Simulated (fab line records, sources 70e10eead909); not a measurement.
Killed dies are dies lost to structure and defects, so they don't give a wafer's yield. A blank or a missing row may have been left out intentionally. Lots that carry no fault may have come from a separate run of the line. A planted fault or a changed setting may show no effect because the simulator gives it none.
fab line records	flow nand_harc
record lots=24	wafers=72	last_day=34
route steps=1302 shown P_CONTACT@237 P_M0@265 P_M1@298
lots that met no fault: from a run of the same line without faults
start_h: hours from the record's first day to the start of the lot's first wafer shown	wait_h: hours from the lot's prior step to this one	" same as the row above	L1.1+2: a row that stands for several wafers	- no value, or no start was given	* or withheld: withheld	< > ~ a bound
route shown NAME@n: a module of which the file shows steps, and the number in the route of the first	usual: mean and standard deviation over wafers with no fault	same: alike in all rows	chamber/n: place in a boat	sites: each site's reading	_std_site: standard deviation across them	_edge_site: the outer-site mean with the inner-site mean subtracted	radius_mm: how far each site lies from the wafer's centre	mask NAME#n: copy n	behind: the last tool/chamber to shape the wafer	hold: what put the lot on hold/how long, in hours/how the hold closed	device: names the non-switching transistor (n, p or np)	end of line: tests run on the same wafers once the route is complete	where a step has no rows: the recipe by itself	killed: count of dies lost to structure and defects at first sort (not the wafer's yield)	map: shows each die of a wafer: x if killed, . if not, _ if none is there
set.NAME: the setting the step ran with; set.NAME@STEP: the setting that earlier step ran with	model.NAME: the simulator's own value behind a step, which no gauge read
a sample of lots followed through the steps of the route, with each step as a table and each wafer as a row
services: from which hour (start_h, from the record's first day; less than 0 if before it) a tool's chamber was out of use, for how many hours, and why
## steps
# step NHARC_P_CONTACT_ETCH_36
# recipe target_depth_a=2600	over_etch_frac=0.25	time_s=406.25	ion_energy_ev=200	n2_flow_sccm=150	h2_flow_sccm=150	ar_flow_sccm=0	rf_w=400	bias_w=150	chemistry=N2/H2
# usual drypump_motor_current_A=5.6/0.44	oes_product_au=0.999/0.0091	rf_vpp_V=431.4/2.8	showerhead_plenum_p_Torr=2.07/0.096	throttle_valve_pct=14.171/0.0085
lot.wafer	tool	chamber	start_h	wait_h	drypump_motor_current_A	oes_product_au	rf_hours_counter_h	rf_vpp_V	showerhead_plenum_p_Torr	throttle_valve_pct
L074.2	rie_diel-06	2	-	-	5.6	1.014	4.3	434.4	2.16	14.162
L074.1	"	3	"	"	6.2	1.001	4.1	429.6	2.02	14.170
L074.6	"	2	"	"	5.6	1.010	-	433.8	2.16	14.163
L075.3	rie_diel-02	3	-	-	6.2	1.006	2.5	430.4	2.07	14.182
L075.4	"	2	"	"	5.6	1.002	2.3	435.1	2.18	14.174
L075.6	"	0	"	"	5.0	0.992	-	430.8	2.09	14.165
L076.1	rie_diel-13	0	-	-	5.8	0.999	6.7	426.2	1.90	14.182
L076.2	"	1	"	"	5.3	0.990	6.3	433.0	2.12	14.164
L076.6	"	0	"	"	5.8	1.006	-	427.1	1.90	14.170
L077.2	rie_diel-02	0	-	-	5.0	1.004	3.2	429.5	2.09	14.184
L077.3	"	1	"	"	5.7	1.019	3.0	431.6	2.04	14.181
L077.4	"	2	"	"	5.6	1.012	2.9	434.9	2.18	14.171
L078.1	rie_diel-13	1	-	-	5.3	1.000	7.6	433.5	2.12	14.174
L078.3	"	3	"	"	6.1	1.005	7.8	434.0	2.18	14.166
L078.6	"	1	"	"	5.3	0.991	-	431.7	2.12	14.175
L079.4	rie_diel-06	3	-	-	6.3	0.991	0.6	430.3	2.02	14.168
L079.5	"	2	"	"	5.6	1.003	-	433.1	2.16	14.162
L079.6	"	3	"	"	6.2	0.981	-	430.9	2.02	14.182
L080.2	rie_diel-06	3	-	-	6.2	0.995	1.1	430.7	2.02	14.175
L080.1	"	0	"	"	5.5	0.997	1.0	426.2	1.90	14.162
L080.5	"	0	"	"	5.5	1.001	-	426.7	1.90	14.167
L081.1	rie_diel-13	1	-	-	5.3	1.004	1.2	432.6	2.12	14.166
L081.4	"	2	"	"	5.5	0.999	1.0	434.4	2.17	14.174
L081.5	"	1	"	"	5.3	1.008	-	433.0	2.12	14.168
L082.3	rie_diel-13	1	-	-	5.3	0.992	1.6	432.3	2.12	14.164
L082.6	"	2	"	"	5.6	0.992	-	434.2	2.17	14.156
L082.5	"	0	"	"	5.8	0.998	-	425.6	1.90	14.159
L083.3	rie_diel-06	1	-	-	4.7	1.012	1.8	431.7	2.05	14.169
L083.1	"	3	"	"	6.3	1.002	1.9	429.9	2.02	14.160
L083.6	"	1	"	"	4.7	1.002	-	431.2	2.05	14.171
L085.1	rie_diel-02	1	-	-	5.7	0.994	0.1	430.7	2.04	14.165
L085.2	"	3	"	"	6.2	1.000	0.1	431.1	2.07	14.161
L085.4	"	0	"	"	5.0	1.006	0.1	431.7	2.09	14.167
L084.3	rie_diel-13	0	-	-	5.8	0.980	3.1	426.9	1.90	14.183
L084.4	"	1	"	"	5.3	0.992	3.2	432.1	2.12	14.145
L084.2	"	2	"	"	5.6	0.991	2.9	433.7	2.17	14.180
L086.1	rie_diel-02	1	-	-	5.8	0.998	0.7	430.3	2.04	14.181
L086.2	"	0	"	"	5.0	0.993	0.5	432.2	2.09	14.171
L086.6	"	1	"	"	5.7	1.007	-	431.0	2.04	14.186
L087.1	rie_diel-06	2	-	-	5.6	1.016	2.5	433.1	2.16	14.171
L087.6	"	0	"	"	5.5	1.002	-	427.4	1.90	14.162
L087.5	"	1	"	"	4.7	0.996	-	430.5	2.05	14.167
L088.2	rie_diel-06	2	-	-	5.6	1.008	3.3	434.5	2.16	14.181
L088.3	"	3	"	"	6.2	0.993	3.4	429.1	2.02	14.171
L088.6	"	0	"	"	5.5	0.991	-	427.2	1.89	14.188
L089.3	rie_diel-02	0	-	-	5.0	1.004	1.4	431.7	2.09	14.157
L089.5	"	3	"	"	6.2	0.998	-	430.2	2.07	14.176
L089.4	"	0	"	"	5.0	1.012	-	432.0	2.09	14.162
L090.3	rie_diel-02	1	-	-	5.7	0.994	1.6	429.1	2.04	14.165
L090.2	"	0	"	"	5.0	1.009	1.9	431.6	2.09	14.176
L090.5	"	1	"	"	5.7	0.992	-	431.1	2.04	14.180
L091.4	rie_diel-02	2	-	-	5.6	1.007	2.8	434.5	2.18	14.165
L091.1	"	3	"	"	6.2	1.013	2.3	432.1	2.07	14.166
L091.6	"	1	"	"	5.7	0.991	-	430.6	2.04	14.181
L092.3	rie_diel-06	1	-	-	4.7	0.999	4.3	433.1	2.05	14.167
L092.1	"	2	"	"	5.6	1.008	4.1	434.7	2.16	14.173
L092.4	"	3	"	"	6.2	0.984	4.2	430.6	2.02	14.168
L093.3	rie_diel-13	1	-	-	5.3	0.985	7.4	432.3	2.12	14.161
L093.4	"	3	"	"	6.1	0.990	6.6	434.2	2.18	14.183
L093.1	"	0	"	"	5.8	0.999	7.5	425.8	1.90	14.182
L094.2	rie_diel-13	0	-	-	5.8	0.993	8.2	427.1	1.90	14.172
L094.6	"	2	"	"	5.5	0.992	-	433.9	2.17	14.179
L094.5	"	3	"	"	6.1	0.996	-	434.9	2.18	14.180
L095.1	rie_diel-13	0	-	-	5.8	0.988	9.7	427.8	1.90	14.173
L095.3	"	2	"	"	5.6	0.986	8.9	434.8	2.17	14.165
L095.2	"	3	"	"	6.1	0.991	8.2	435.8	2.18	14.176
L096.3	rie_diel-06	3	-	-	6.3	1.009	0.3	430.1	2.02	14.162
L096.4	"	1	"	"	4.7	0.995	0.3	430.8	2.05	14.156
L096.6	"	2	"	"	5.6	1.004	-	433.8	2.16	14.178
L097.2	rie_diel-06	2	-	-	5.6	1.004	1.0	434.0	2.16	14.173
L097.3	"	3	"	"	6.3	1.001	0.9	430.1	2.02	14.176
L097.4	"	1	"	"	4.7	0.997	0.8	431.4	2.05	14.176
# step NHARC_P_M0_INSPECT_11
# usual raw_defect_count=4.5/2.8
lot.wafer	tool	chamber	start_h	wait_h	raw_defect_count
L074.1	defect_inspect-02	-	117.75	0.0	4
L074.2	"	-	"	"	4
L074.6	"	-	"	"	2
L075.3	defect_inspect-02	-	137.70	0.0	4
L075.4	"	-	"	"	2
L075.6	"	-	"	"	2
L076.1	defect_inspect-01	-	137.98	0.0	6
L076.2	"	-	"	"	13
L076.6	"	-	"	"	8
L077.2	defect_inspect-01	-	154.78	0.0	7
L077.3	"	-	"	"	5
L077.4	"	-	"	"	4
L078.1	defect_inspect-02	-	158.72	0.0	3
L078.3	"	-	"	"	3
L078.6	"	-	"	"	5
L079.4	defect_inspect-01	-	175.03	0.0	4
L079.5	"	-	"	"	2
L079.6	"	-	"	"	3
L080.1	defect_inspect-01	-	184.90	0.0	3
L080.2	"	-	"	"	3
L080.5	"	-	"	"	1
L081.1	defect_inspect-01	-	198.24	0.0	6
L081.4	"	-	"	"	4
L081.5	"	-	"	"	7
L082.3	defect_inspect-02	-	204.35	0.0	2
L082.5	"	-	"	"	3
L082.6	"	-	"	"	5
L083.1	defect_inspect-01	-	224.43	0.0	10
L083.3	"	-	"	"	6
L083.6	"	-	"	"	5
L085.1	defect_inspect-01	-	231.60	0.0	7
L085.2	"	-	"	"	9
L085.4	"	-	"	"	8
L084.2	defect_inspect-01	-	232.12	0.0	7
L084.3	"	-	"	"	6
L084.4	"	-	"	"	6
L086.1	defect_inspect-01	-	246.40	0.0	1
L086.2	"	-	"	"	4
L086.6	"	-	"	"	4
L087.1	defect_inspect-01	-	249.08	0.0	2
L087.5	"	-	"	"	2
L087.6	"	-	"	"	3
L088.2	defect_inspect-02	-	268.01	0.0	1
L088.3	"	-	"	"	3
L088.6	"	-	"	"	3
L089.3	defect_inspect-01	-	268.50	0.0	8
L089.4	"	-	"	"	9
L089.5	"	-	"	"	8
L090.2	defect_inspect-02	-	279.99	0.0	4
L090.3	"	-	"	"	2
L090.5	"	-	"	"	6
L091.1	defect_inspect-02	-	293.11	0.0	0
L091.4	"	-	"	"	1
L091.6	"	-	"	"	2
L092.1	defect_inspect-02	-	299.47	0.0	5
L092.3	"	-	"	"	2
L092.4	"	-	"	"	4
L093.1	defect_inspect-02	-	309.31	0.0	6
L093.3	"	-	"	"	10
L093.4	"	-	"	"	5
L094.2	defect_inspect-02	-	320.71	0.0	6
L094.5	"	-	"	"	6
L094.6	"	-	"	"	4
L095.1	defect_inspect-01	-	335.56	0.0	5
L095.2	"	-	"	"	2
L095.3	"	-	"	"	3
L096.3	defect_inspect-01	-	338.45	0.0	8
L096.4	"	-	"	"	2
L096.6	"	-	"	"	1
L097.2	defect_inspect-01	-	350.40	0.0	6
L097.3	"	-	"	"	4
L097.4	"	-	"	"	2
# step NHARC_P_M0_CD_MEAS_16
# usual cd_nm=89.9/0.77
lot.wafer	tool	chamber	start_h	wait_h	cd_nm
L074.1	cd_sem-02	-	118.33	-	89.3
L074.2	"	-	"	"	90.3
L074.6	"	-	"	"	90.1
L076.1	cd_sem-02	-	138.34	-	89.2
L076.2	"	-	"	"	88.9
L076.6	"	-	"	"	90.6
L075.3	cd_sem-02	-	138.81	-	89.5
L075.4	"	-	"	"	89.1
L075.6	"	-	"	"	89.9
L077.2	cd_sem-01	-	155.26	-	90.0
L077.3	"	-	"	"	89.4
L077.4	"	-	"	"	89.4
L078.1	cd_sem-03	-	159.08	-	90.8
L078.3	"	-	"	"	90.8
L078.6	"	-	"	"	90.6
L079.4	cd_sem-01	-	175.85	-	89.2
L079.5	"	-	"	"	90.3
L079.6	"	-	"	"	89.0
L080.1	cd_sem-01	-	185.26	-	90.6
L080.2	"	-	"	"	89.8
L080.5	"	-	"	"	89.4
L081.1	cd_sem-02	-	198.60	-	90.4
L081.4	"	-	"	"	89.8
L081.5	"	-	"	"	88.7
L082.3	cd_sem-03	-	204.71	-	90.5
L082.5	"	-	"	"	90.4
L082.6	"	-	"	"	89.0
L083.1	cd_sem-02	-	224.83	-	90.2
L083.3	"	-	"	"	89.6
L083.6	"	-	"	"	89.3
L085.1	cd_sem-01	-	231.97	-	89.9
L085.2	"	-	"	"	88.3
L085.4	"	-	"	"	90.3
L084.2	cd_sem-03	-	232.59	-	89.7
L084.3	"	-	"	"	90.0
L084.4	"	-	"	"	91.1
L086.1	cd_sem-03	-	246.83	-	89.4
L086.2	"	-	"	"	89.6
L086.6	"	-	"	"	90.1
L087.1	cd_sem-02	-	249.51	-	88.2
L087.5	"	-	"	"	89.3
L087.6	"	-	"	"	88.2
L088.2	cd_sem-02	-	268.37	-	90.0
L088.3	"	-	"	"	89.3
L088.6	"	-	"	"	89.1
L089.3	cd_sem-01	-	268.91	-	90.5
L089.4	"	-	"	"	88.5
L089.5	"	-	"	"	88.6
L090.2	cd_sem-02	-	280.35	-	90.4
L090.3	"	-	"	"	91.0
L090.5	"	-	"	"	90.1
L091.1	cd_sem-03	-	293.46	-	89.6
L091.4	"	-	"	"	90.0
L091.6	"	-	"	"	88.2
L092.1	cd_sem-02	-	299.83	-	90.4
L092.3	"	-	"	"	89.9
L092.4	"	-	"	"	90.3
L093.1	cd_sem-03	-	309.67	-	90.2
L093.3	"	-	"	"	90.5
L093.4	"	-	"	"	90.1
L094.2	cd_sem-01	-	321.13	-	90.4
L094.5	"	-	"	"	90.6
L094.6	"	-	"	"	90.0
L095.1	cd_sem-02	-	335.92	-	90.3
L095.2	"	-	"	"	91.1
L095.3	"	-	"	"	90.5
L096.3	cd_sem-01	-	338.81	-	89.8
L096.4	"	-	"	"	89.6
L096.6	"	-	"	"	90.5
L097.2	cd_sem-02	-	350.80	-	90.1
L097.3	"	-	"	"	89.7
L097.4	"	-	"	"	91.4
# step NHARC_P_M0_PRE_CLEAN_29
# recipe time_s=30	temp_c=280	gas=H2/He
# usual heater_power_w=402/47
lot.wafer	tool	chamber	start_h	wait_h	heater_power_w
L074.1	pvd_sputter-03	-	-	-	416
L074.2	"	-	"	"	443
L074.6	"	-	"	"	407
L076.2	pvd_sputter-01	-	-	-	409
L076.1	"	-	"	"	422
L076.6	"	-	"	"	403
L075.4	pvd_sputter-03	-	-	-	410
L075.3	"	-	"	"	386
L075.6	"	-	"	"	447
L077.2	pvd_sputter-03	-	-	-	490
L077.3	"	-	"	"	445
L077.4	"	-	"	"	391
L078.3	pvd_sputter-03	-	-	-	416
L078.1	"	-	"	"	480
L078.6	"	-	"	"	418
L079.4	pvd_sputter-01	-	-	-	348
L079.5	"	-	"	"	431
L079.6	"	-	"	"	352
L080.2	pvd_sputter-01	-	-	-	358
L080.1	"	-	"	"	395
L080.5	"	-	"	"	349
L081.4	pvd_sputter-03	-	-	-	492
L081.1	"	-	"	"	455
L081.5	"	-	"	"	479
L082.3	pvd_sputter-03	-	-	-	449
L082.6	"	-	"	"	490
L082.5	"	-	"	"	446
L083.3	pvd_sputter-02	-	-	-	320
L083.1	"	-	"	"	352
L083.6	"	-	"	"	348
L085.4	pvd_sputter-03	-	-	-	473
L085.1	"	-	"	"	411
L085.2	"	-	"	"	402
L084.4	pvd_sputter-02	-	-	-	327
L084.2	"	-	"	"	328
L084.3	"	-	"	"	351
L086.2	pvd_sputter-01	-	-	-	398
L086.1	"	-	"	"	406
L086.6	"	-	"	"	403
L087.1	pvd_sputter-01	-	-	-	400
L087.5	"	-	"	"	408
L087.6	"	-	"	"	370
L088.3	pvd_sputter-02	-	-	-	329
L088.2	"	-	"	"	351
L088.6	"	-	"	"	324
L089.4	pvd_sputter-01	-	-	-	396
L089.3	"	-	"	"	363
L089.5	"	-	"	"	407
L090.3	pvd_sputter-03	-	-	-	408
L090.2	"	-	"	"	450
L090.5	"	-	"	"	429
L091.1	pvd_sputter-02	-	-	-	375
L091.4	"	-	"	"	339
L091.6	"	-	"	"	418
L092.1	pvd_sputter-02	-	-	-	325
L092.3	"	-	"	"	370
L092.4	"	-	"	"	413
L093.3	pvd_sputter-02	-	-	-	414
L093.1	"	-	"	"	315
L093.4	"	-	"	"	339
L094.2	pvd_sputter-01	-	-	-	445
L094.6	"	-	"	"	404
L094.5	"	-	"	"	356
L095.1	pvd_sputter-01	-	-	-	403
L095.3	"	-	"	"	355
L095.2	"	-	"	"	432
L096.3	pvd_sputter-03	-	-	-	399
L096.4	"	-	"	"	448
L096.6	"	-	"	"	406
L097.3	pvd_sputter-02	-	-	-	415
L097.2	"	-	"	"	303
L097.4	"	-	"	"	335
# step NHARC_P_M0_THK_MEAS_24
# recipe thk_meas_gauge=xrf
# usual thk_nm=117.6/1.4
lot.wafer	tool	chamber	start_h	wait_h	thk_nm
L074.1	film_metro-01	-	120.34	-	117.2
L074.2	"	-	"	"	117.6
L074.6	"	-	"	"	119.7
L076.1	film_metro-02	-	140.37	-	117.4
L076.2	"	-	"	"	119.9
L076.6	"	-	"	"	119.4
L075.3	film_metro-02	-	141.14	-	119.0
L075.4	"	-	"	"	115.7
L075.6	"	-	"	"	118.2
L077.2	film_metro-02	-	157.27	-	118.8
L077.3	"	-	"	"	118.0
L077.4	"	-	"	"	115.4
L078.1	film_metro-02	-	161.09	-	118.3
L078.3	"	-	"	"	118.7
L078.6	"	-	"	"	118.3
L079.4	film_metro-01	-	177.85	-	117.5
L079.5	"	-	"	"	116.6
L079.6	"	-	"	"	121.0
L080.1	film_metro-02	-	187.28	-	118.7
L080.2	"	-	"	"	120.8
L080.5	"	-	"	"	117.7
L081.1	film_metro-01	-	200.61	-	119.6
L081.4	"	-	"	"	119.3
L081.5	"	-	"	"	117.7
L082.3	film_metro-02	-	206.73	-	116.9
L082.5	"	-	"	"	118.6
L082.6	"	-	"	"	116.7
L083.1	film_metro-02	-	226.91	-	119.1
L083.3	"	-	"	"	116.9
L083.6	"	-	"	"	116.9
L085.1	film_metro-01	-	233.98	-	116.6
L085.2	"	-	"	"	116.6
L085.4	"	-	"	"	117.8
L084.2	film_metro-01	-	234.60	-	119.1
L084.3	"	-	"	"	119.2
L084.4	"	-	"	"	119.3
L086.1	film_metro-02	-	248.85	-	114.1
L086.2	"	-	"	"	115.8
L086.6	"	-	"	"	117.8
L087.1	film_metro-02	-	251.75	-	117.9
L087.5	"	-	"	"	117.8
L087.6	"	-	"	"	118.1
L088.2	film_metro-02	-	270.41	-	118.0
L088.3	"	-	"	"	118.1
L088.6	"	-	"	"	117.9
L089.3	film_metro-02	-	270.93	-	118.0
L089.4	"	-	"	"	117.5
L089.5	"	-	"	"	117.9
L090.2	film_metro-02	-	282.37	-	119.3
L090.3	"	-	"	"	115.9
L090.5	"	-	"	"	118.2
L091.1	film_metro-01	-	295.49	-	117.6
L091.4	"	-	"	"	120.3
L091.6	"	-	"	"	116.6
L092.1	film_metro-01	-	301.84	-	118.7
L092.3	"	-	"	"	117.6
L092.4	"	-	"	"	117.6
L093.1	film_metro-01	-	311.70	-	118.0
L093.3	"	-	"	"	118.2
L093.4	"	-	"	"	116.3
L094.2	film_metro-01	-	323.14	-	117.8
L094.5	"	-	"	"	116.8
L094.6	"	-	"	"	118.7
L095.1	film_metro-01	-	337.93	-	116.3
L095.2	"	-	"	"	117.5
L095.3	"	-	"	"	114.9
L096.3	film_metro-02	-	341.41	-	115.9
L096.4	"	-	"	"	116.2
L096.6	"	-	"	"	113.2
L097.2	film_metro-01	-	353.02	-	117.0
L097.3	"	-	"	"	114.1
L097.4	"	-	"	"	115.6
# step NHARC_P_M1_DESCUM_14
# recipe time_s=3	o2_flow_sccm=200	ar_flow_sccm=0	bias_power_w=0	chemistry=O2
# usual drypump_motor_current_A=5.6/0.5	oes_product_au=0.996/0.0097	rf_vpp_V=57.6/0.87	showerhead_plenum_p_Torr=1.88/0.068	throttle_valve_pct=11.312/0.0089
lot.wafer	tool	chamber	start_h	wait_h	drypump_motor_current_A	oes_product_au	rf_hours_counter_h	rf_vpp_V	showerhead_plenum_p_Torr	throttle_valve_pct
L074.1	rie_diel-12	2	122.09	0.1	5.3	1.009	2	57.1	1.90	11.310
L074.2	"	0	"	"	6.6	0.993	2	57.9	1.95	11.318
L074.6	"	3	"	"	5.5	0.980	-	57.9	1.86	11.317
L076.1	rie_diel-12	1	142.11	0.1	5.8	0.989	3	57.8	1.86	11.298
L076.2	"	2	"	"	5.3	0.995	3	57.9	1.90	11.328
L076.6	"	1	"	"	5.7	0.991	-	57.2	1.86	11.311
L075.3	rie_diel-12	0	142.88	0.1	6.6	0.999	3	56.5	1.95	11.316
L075.4	"	2	"	"	5.3	1.001	3	57.4	1.90	11.307
L075.6	"	0	"	"	6.6	1.007	-	56.1	1.95	11.310
L077.3	rie_diel-08	1	159.00	0.1	4.9	1.004	12	56.8	1.82	11.319
L077.2	"	2	"	"	5.5	1.015	12	56.2	1.78	11.313
L077.4	"	3	"	"	6.0	1.002	13	57.6	1.97	11.311
L078.1	rie_diel-12	3	162.84	0.1	5.5	0.994	4	56.9	1.86	11.311
L078.3	"	1	"	"	5.8	1.005	4	56.8	1.86	11.312
L078.6	"	2	"	"	5.3	1.004	-	58.1	1.90	11.317
L079.4	rie_diel-12	3	179.47	0.1	5.6	0.976	5	57.4	1.86	11.311
L079.5	"	3	"	"	5.6	0.988	-	58.3	1.86	11.318
L079.6	"	0	"	"	6.6	1.000	-	58.6	1.95	11.313
L080.1	rie_diel-08	1	189.02	0.1	4.9	0.995	15	58.8	1.81	11.300
L080.2	"	3	"	"	6.0	0.999	15	59.5	1.97	11.310
L080.5	"	1	"	"	4.9	1.012	-	56.9	1.81	11.329
L081.4	rie_diel-08	1	202.33	0.1	4.9	0.984	0	56.1	1.81	11.311
L081.1	"	2	"	"	5.5	1.005	0	56.6	1.78	11.327
L081.5	"	0	"	"	5.1	0.993	-	58.5	1.99	11.316
L082.3	rie_diel-12	0	208.61	0.1	6.6	1.006	7	58.4	1.95	11.310
L082.5	"	1	"	"	5.7	0.988	-	58.4	1.86	11.311
L082.6	"	2	"	"	5.3	1.001	-	56.2	1.90	11.319
L083.1	rie_diel-12	1	228.69	0.1	5.8	0.996	7	55.5	1.86	11.310
L083.3	"	2	"	"	5.3	1.003	8	59.0	1.90	11.313
L083.6	"	1	"	"	5.8	0.997	-	57.4	1.86	11.310
L085.2	rie_diel-08	1	235.59	0.1	4.9	1.002	3	57.1	1.81	11.311
L085.1	"	3	"	"	6.0	1.004	3	57.0	1.97	11.307
L085.4	"	0	"	"	5.1	1.012	3	58.2	1.98	11.304
L084.3	rie_diel-08	1	236.36	0.1	4.9	0.991	3	56.5	1.81	11.305
L084.4	"	2	"	"	5.5	1.005	3	56.5	1.78	11.304
L084.2	"	0	"	"	5.2	1.004	3	59.1	1.98	11.311
L086.1	rie_diel-12	1	250.60	0.1	5.8	0.990	9	58.6	1.86	11.304
L086.2	"	2	"	"	5.3	1.003	9	59.0	1.90	11.315
L086.6	"	0	"	"	6.6	1.007	-	57.4	1.95	11.314
L087.1	rie_diel-12	2	253.39	0.1	5.3	0.999	10	57.7	1.90	11.319
L087.6	"	0	"	"	6.6	1.002	-	58.1	1.95	11.320
L087.5	"	1	"	"	5.8	0.998	-	57.9	1.86	11.342
L088.3	rie_diel-08	2	272.16	0.1	5.5	1.005	7	56.5	1.78	11.293
L088.2	"	0	"	"	5.2	0.997	8	57.7	1.98	11.300
L088.6	"	3	"	"	6.0	0.983	-	57.5	1.97	11.322
L089.4	rie_diel-09	0	272.72	0.1	5.3	1.011	46	56.2	1.78	11.315
L089.3	"	1	"	"	5.4	1.007	48	57.9	1.98	11.304
L089.5	"	0	"	"	5.3	1.005	-	57.8	1.78	11.310
L090.3	rie_diel-08	0	284.12	0.1	5.1	1.010	8	58.5	1.98	11.314
L090.2	"	1	"	"	4.9	0.985	8	57.3	1.81	11.315
L090.5	"	3	"	"	6.0	0.974	-	57.1	1.97	11.309
L091.4	rie_diel-12	1	297.23	0.1	5.8	0.996	1	56.6	1.86	11.309
L091.1	"	2	"	"	5.3	0.993	1	56.5	1.90	11.334
L091.6	"	1	"	"	5.8	0.992	-	57.8	1.86	11.311
L092.4	rie_diel-08	3	303.62	0.1	6.0	0.990	9	56.4	1.97	11.303
L092.1	"	1	"	"	4.9	0.991	9	58.9	1.81	11.317
L092.3	"	2	"	"	5.5	0.991	8	56.7	1.78	11.328
L093.3	rie_diel-12	1	313.86	0.1	5.8	0.986	3	57.9	1.86	11.299
L093.1	"	3	"	"	5.5	0.994	3	57.2	1.86	11.316
L093.4	"	0	"	"	6.6	1.001	3	58.3	1.94	11.318
L094.2	rie_diel-12	2	324.77	0.1	5.3	0.981	3	57.1	1.89	11.308
L094.5	"	1	"	"	5.8	0.993	-	57.4	1.86	11.312
L094.6	"	2	"	"	5.3	0.976	-	58.3	1.89	11.312
L095.2	rie_diel-12	1	339.67	0.1	5.8	0.997	5	57.5	1.85	11.313
L095.1	"	2	"	"	5.3	0.992	4	58.1	1.89	11.313
L095.3	"	0	"	"	6.6	1.011	5	59.0	1.94	11.313
L096.3	rie_diel-08	2	343.17	0.1	5.5	1.000	12	56.6	1.78	11.324
L096.4	"	3	"	"	6.0	0.988	13	59.0	1.97	11.314
L096.6	"	2	"	"	5.5	0.997	-	59.1	1.78	11.303
L097.3	rie_diel-09	0	354.66	0.1	5.3	1.007	13	57.1	1.77	11.313
L097.2	"	2	"	"	5.8	0.997	9	57.3	1.96	11.332
L097.4	"	3	"	"	5.3	0.973	11	57.8	1.78	11.319
## services
tool	chamber	start_h	hours	kind
rie_diel-12	-	91.40	9.0	pm
rie_diel-12	1	106.15	2.4	repair
rie_diel-06	-	130.20	9.0	pm
rie_diel-12	-	139.41	0.7	repair
rie_diel-13	-	165.26	9.0	pm
pvd_sputter-03	-	170.00	10.0	pm
rie_diel-08	2	170.87	9.6	repair
rie_diel-12	-	173.48	1.7	repair
rie_diel-08	-	190.86	9.0	pm
rie_diel-06	3	199.06	6.0	repair
rie_diel-13	3	199.71	7.7	repair
rie_diel-06	-	200.35	0.3	repair
pvd_sputter-01	-	226.00	10.0	pm
rie_diel-06	-	234.73	0.2	repair
rie_diel-12	2	254.31	8.6	repair
pvd_sputter-03	-	261.07	1.8	repair
rie_diel-12	-	268.40	9.0	pm
rie_diel-13	2	286.03	8.9	repair
pvd_sputter-03	-	288.70	5.8	repair
rie_diel-06	-	307.20	9.0	pm
rie_diel-13	3	311.30	4.8	repair
pvd_sputter-01	-	311.44	1.0	repair
rie_diel-13	-	342.26	9.0	pm
pvd_sputter-03	-	348.02	10.0	pm
## key
fault none
